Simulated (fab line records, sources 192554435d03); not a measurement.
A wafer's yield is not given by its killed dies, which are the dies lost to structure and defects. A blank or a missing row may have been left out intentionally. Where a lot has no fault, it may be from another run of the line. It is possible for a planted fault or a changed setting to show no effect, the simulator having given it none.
Which tool is to blame?	flow n5_finfet	12 lots with 36 wafers sampled at 3 steps, on a route of 1938 steps

## WHAT THE GAUGES READ, wafer by wafer
N5_BEOL_M13_OVL_MEAS_11.
lot	measured	on	V12_OVL (nm)
L076	day 10 20:34	overlay-02	-1 -5 -4
L077	day 11 03:49	overlay-02	-4 -5 -1
L079	day 12 10:07	overlay-01	-12 -3 3
L081	day 12 16:32	overlay-02	8 6 1
L082	day 13 09:24	overlay-01	0 1 -5
L085	day 13 21:20	overlay-02	-6 -5 -5
L089	day 14 12:52	overlay-02	7 1 -5
L088	day 15 03:49	overlay-01	0 6 1
L092	day 15 10:42	overlay-02	0 -6 -2
L093	day 16 11:08	overlay-02	-2 1 -6
L097	day 16 16:04	overlay-01	13 1 8
L096	day 16 22:28	overlay-01	-3 -7 -2

## TOOL THAT RAN EACH LOT (tool first, then ch and the chambers of the sampled wafers, then the start)
lot	N5_BEOL_M12_SPUTTER_43	N5_BEOL_M12_CMP_49
L076	pvd_sputter-02, day 10 18:41	cmp-02 ch 0,1,3, day 10 19:36
L077	pvd_sputter-02, day 11 01:49	cmp-02 ch 0,1, day 11 02:44
L079	pvd_sputter-02, day 12 08:16	cmp-02 ch 0,1,2, day 12 09:02
L081	pvd_sputter-02, day 12 14:51	cmp-02 ch 0,2,3, day 12 15:39
L082	pvd_sputter-01, day 13 07:38	cmp-02 ch 0,1,2, day 13 08:28
L085	pvd_sputter-01, day 13 19:38	cmp-02 ch 2,3, day 13 20:24
L089	pvd_sputter-02, day 14 10:53	cmp-02 ch 1,2,3, day 14 11:56
L088	pvd_sputter-03, day 15 02:08	cmp-02 ch 0,1, day 15 02:51
L092	pvd_sputter-02, day 15 08:59	cmp-01 ch 1,3, day 15 09:43
L093	pvd_sputter-03, day 16 09:19	cmp-04 ch 0,2,3, day 16 10:05
L097	pvd_sputter-02, day 16 14:13	cmp-04 ch 0,1,2, day 16 14:58
L096	pvd_sputter-01, day 16 20:47	cmp-01 ch 0,3, day 16 21:32
- N5_BEOL_M12_SPUTTER_43: material TaN, target thk 15 nm, time 24.19 s.
- N5_BEOL_M12_CMP_49: polishes, stops on SiOC, t overpolish 20.6 s, target thk 320 nm.

## THE ANSWER, worked out from the rows above alone
Rule: what is usual is taken from the lots themselves. The widest of any qualifying gaps counts: lots, ordered by their means at a reading, are off when they make up no more than a third of the lots, leave a main group of 4 or more, and stand apart from it by 3 or more times the standard deviation of that group's means. If all means in a main group match to the digits the tables above print for the reading, that group is not used. Also off: a lot with no number at a reading for which 4 or more lots have one. Any other lot the step has rows for is counted as sound.
None of the lots is off at any reading shown; this tells nothing.

## WHAT HAD BEEN PUT IN BY THE SIMULATOR
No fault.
